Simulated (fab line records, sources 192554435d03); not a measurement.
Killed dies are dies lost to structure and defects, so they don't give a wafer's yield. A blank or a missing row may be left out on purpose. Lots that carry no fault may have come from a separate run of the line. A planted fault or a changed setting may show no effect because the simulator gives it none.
What tool caused it? / flow n5_finfet / 12 lots (36 wafers sampled), 1 step of a 1938-step route

== WHAT EACH GAUGE READ, for each wafer ==
N5_BEOL_M9_CD_MEAS_28: target cd 70 nm.
lot=L075; measured=day 9 11:17; on=cd_sem-02; cd_nm (nm)=70.14 70.06 69.82
lot=L077; measured=day 10 04:55; on=cd_sem-02; cd_nm (nm)=70.01 69.61 70.13
lot=L079; measured=day 10 13:47; on=cd_sem-03; cd_nm (nm)=70.17 70.33 70.34
lot=L081; measured=day 11 03:49; on=cd_sem-01; cd_nm (nm)=70.08 70.13 69.95
lot=L082; measured=day 11 11:11; on=cd_sem-02; cd_nm (nm)=70.32 69.93 70.26
lot=L085; measured=day 12 00:49; on=cd_sem-03; cd_nm (nm)=70.26 70.45 70.25
lot=L087; measured=day 12 11:43; on=cd_sem-01; cd_nm (nm)=70.08 70.00 70.68
lot=L090; measured=day 12 20:21; on=cd_sem-03; cd_nm (nm)=69.76 69.95 69.90
lot=L089; measured=day 13 05:25; on=cd_sem-03; cd_nm (nm)=69.96 70.10 70.09
lot=L093; measured=day 13 17:01; on=cd_sem-01; cd_nm (nm)=69.89 70.07 70.31
lot=L095; measured=day 14 01:47; on=cd_sem-03; cd_nm (nm)=70.63 70.09 70.20
lot=L097; measured=day 15 07:11; on=cd_sem-01; cd_nm (nm)=69.81 70.06 70.27

== EACH LOT AND THE TOOL THAT RAN IT (in order: tool; ch and the chambers of the sampled wafers; start) ==
Record: no process step prior to these readings.

== THE ANSWER, worked out from the rows above alone ==
Rule: usual is defined by the lots themselves. Put in order of their means at a reading, lots are off if they are a third of the lots or fewer, leave a main group of 4 or more, and stand apart from it by a gap of 3 or more times the standard deviation of the main group's means; of several such gaps the widest counts. The tables above print the reading to a certain number of digits; a main group whose means all agree to those digits is not used. A lot without any number at a reading at which 4 lots or more have one is off too. Any other lot the step has rows for is counted as sound.
Nothing can be told from this: no lot is off at any reading shown.

== WHAT THE SIMULATOR HAD INSERTED ==
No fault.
